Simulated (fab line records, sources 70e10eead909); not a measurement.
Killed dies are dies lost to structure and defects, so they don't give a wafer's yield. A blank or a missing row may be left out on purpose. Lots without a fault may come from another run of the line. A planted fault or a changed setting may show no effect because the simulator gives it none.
A struck lot beside a sound one | flow nand_harc | 15 steps out of a route of 1302
Sound: wafers L126.2, L126.4, L126.6. Struck: wafers L138.1, L138.3. (L138.2 of the same lot was not struck and is left out.) The cause comes at the end.
At each step with rows: each side's tool, then ch and its chambers, then its first start. Under that, the readings that differ: sound wafers | struck wafers | difference of the means | sigmas: that difference in standard deviations of wafers without a fault.
alike: readings whose means differ by less than 2 such deviations, and words and numbers that are the same on both sides. not compared: withheld readings, readings that some wafer has no value for, bounds like >300 that may hide the same value, and numbers for which the record gives no deviation and whose values overlap.
The two part at a step that has a row with sigmas, a row that says differs or no value, or rows on one side only. Numbers that don't overlap but have no deviation are shown without sigmas and don't part them. A reading that every wafer of one side lacks parts them only if that side has two wafers or more.

first, 2 steps without rows for these wafers: NHARC_A_DECK1_JOINT_ANNEAL_28 (time 1800 s); NHARC_A_DECK1_JOINT_ANNEAL_29 (time 1800 s).
NHARC_A_DECK1_JOINT_CMP_02: polishes SiOx.
  sound on cmp-02 ch 0,1,3, day 13 15:39; struck on cmp-04 ch 0,2, day 19 04:29
  alike: edge_zone_pressure_frac, motor_current_A, retaining_ring_pressure_frac
then, 1 step without rows for these wafers: NHARC_A_DECK1_JOINT_SRD_15.
NHARC_A_DECK1_JOINT_DEP_16: deposits SiO2, target thk 45 nm.
  sound on pecvd-03 ch 1,2, day 13 16:04; struck on pecvd-01 ch 0,1, day 19 04:53
  alike: heater_power_w, throttle_valve_pct
  not compared: since_wet_clean_h
NHARC_A_DECK1_JOINT_THK_MEAS_17: measures by ellipsometry.
  sound on film_metro-01, day 13 16:19; struck on film_metro-02, day 19 05:10
  alike: thk_nm
NHARC_A_DECK1_JOINT_INSPECT_05:
  sound on defect_inspect-02, day 13 16:22; struck on defect_inspect-01, day 19 05:13
  alike: raw_defect_count
then, 1 step without rows for these wafers: NHARC_A_ONON_D2_DEP_00 (target thk 1000 nm).
NHARC_A_ONON_D2_THK_MEAS_02: measures by ellipsometry.
  sound on film_metro-02, day 13 16:56; struck on film_metro-02, day 19 05:47
  alike: thk_nm
then, 1 step without rows for these wafers: NHARC_A_ONON_D2_DEP_03 (target thk 1000 nm).
NHARC_A_ONON_D2_THK_MEAS_05: measures by ellipsometry.
  sound on film_metro-02, day 13 17:31; struck on film_metro-02, day 19 06:22
  alike: thk_nm
NHARC_A_ONON_D2_DEP_06: target thk 1000 nm.
  sound on pecvd_onon-04 ch 0, day 13 17:37; struck on pecvd_onon-04 ch 0, day 19 06:25
NHARC_A_ONON_D2_THK_MEAS_08: measures by ellipsometry.
  sound on film_metro-01, day 13 18:04; struck on film_metro-01, day 19 06:55
  reading     | sound          | struck    | difference | sigmas
  thk_nm (nm) | 1004 1005 1004 | 1310 1310 | +306       | +31
then, 1 step without rows for these wafers: NHARC_A_ONON_D2_DEP_09 (target thk 1000 nm).
-- the record jumps here: 12 days lie between the struck wafers' starts before and after (it left off in module A_ONON_D2 and takes up again in module END, whose first step shown is number 1302 of the route) --
NHARC_END_SORT_01:
  the record has rows for the struck wafers here (prober-01 ch 0, day 31 00:59) and none for the sound ones

WHERE THEY PART
First at NHARC_A_ONON_D2_THK_MEAS_08; last, within this record, at NHARC_END_SORT_01.

WHY: what the simulator had put in
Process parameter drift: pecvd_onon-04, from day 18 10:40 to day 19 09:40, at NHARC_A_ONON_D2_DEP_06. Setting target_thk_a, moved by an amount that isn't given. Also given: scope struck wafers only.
